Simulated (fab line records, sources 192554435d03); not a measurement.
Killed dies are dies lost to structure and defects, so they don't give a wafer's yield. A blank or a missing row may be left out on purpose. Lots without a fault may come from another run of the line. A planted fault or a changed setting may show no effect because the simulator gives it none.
Chamber matching | flow n5_finfet | N5_BEOL_M5_CURE_80 on uv_cure-01: 3 sister chambers
The step cures SiCOH lowk, time 120 s. 6 wafers are shown with their chamber, then 10 later ones without.

WAFERS WITH THEIR CHAMBER
wafer  | chamber | wafer_temp_C_max | lamp_power_pct (%)
L077.5 | 1       | 371.0            | 52.28
L077.6 | 1       | 371.4            | 52.26
L081.2 | 2       | 371.8            | 52.29
L081.3 | 2       | 371.0            | 52.36
L088.2 | 0       | 371.8            | 52.28
L088.3 | 0       | 371.9            | 52.36

WAFERS WITHOUT THEIR CHAMBER
wafer  | wafer_temp_C_max | lamp_power_pct (%)
L088.5 | 372.3            | 52.29
L090.1 | 372.2            | 52.26
L090.2 | 372.1            | 52.27
L090.3 | 371.7            | 52.33
L093.1 | 371.1            | 52.32
L093.4 | 371.4            | 52.36
L093.6 | 371.3            | 52.32
L093.2 | 371.0            | 52.28
L093.3 | 371.5            | 52.36
L093.5 | 371.7            | 52.27

WHICH CHAMBER EACH WENT THROUGH
wafer  | from the rows above          | in truth
L088.5 | can't be placed: 0 or 2 or 1 | 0
L090.1 | can't be placed: 0 or 2 or 1 | 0
L090.2 | can't be placed: 0 or 2 or 1 | 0
L090.3 | can't be placed: 0 or 2 or 1 | 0
L093.1 | can't be placed: 2 or 1 or 0 | 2
L093.4 | can't be placed: 2 or 0 or 1 | 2
L093.6 | can't be placed: 2 or 1 or 0 | 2
L093.2 | can't be placed: 1 or 2 or 0 | 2
L093.3 | can't be placed: 2 or 0 or 1 | 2
L093.5 | can't be placed: 0 or 1 or 2 | 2
Placed correctly: 0 of 10. Can't be placed from these rows: 10 (the true chamber is among the candidates in 10). Placed wrongly: 0.
How it was worked out, from the rows above alone: a wafer's distance from a chamber is the root of the sum, over the readings, of the square of ((its reading less the chamber's mean) divided by the reading's scatter). The wafer belongs to the nearest chamber; if the next one is less than 2 further off, it can't be placed. A chamber's mean is the mean of its shown wafers. The scatter: the root of (the sum of the squares of (reading less its chamber's mean) over the shown wafers, divided by (wafers less chambers)).
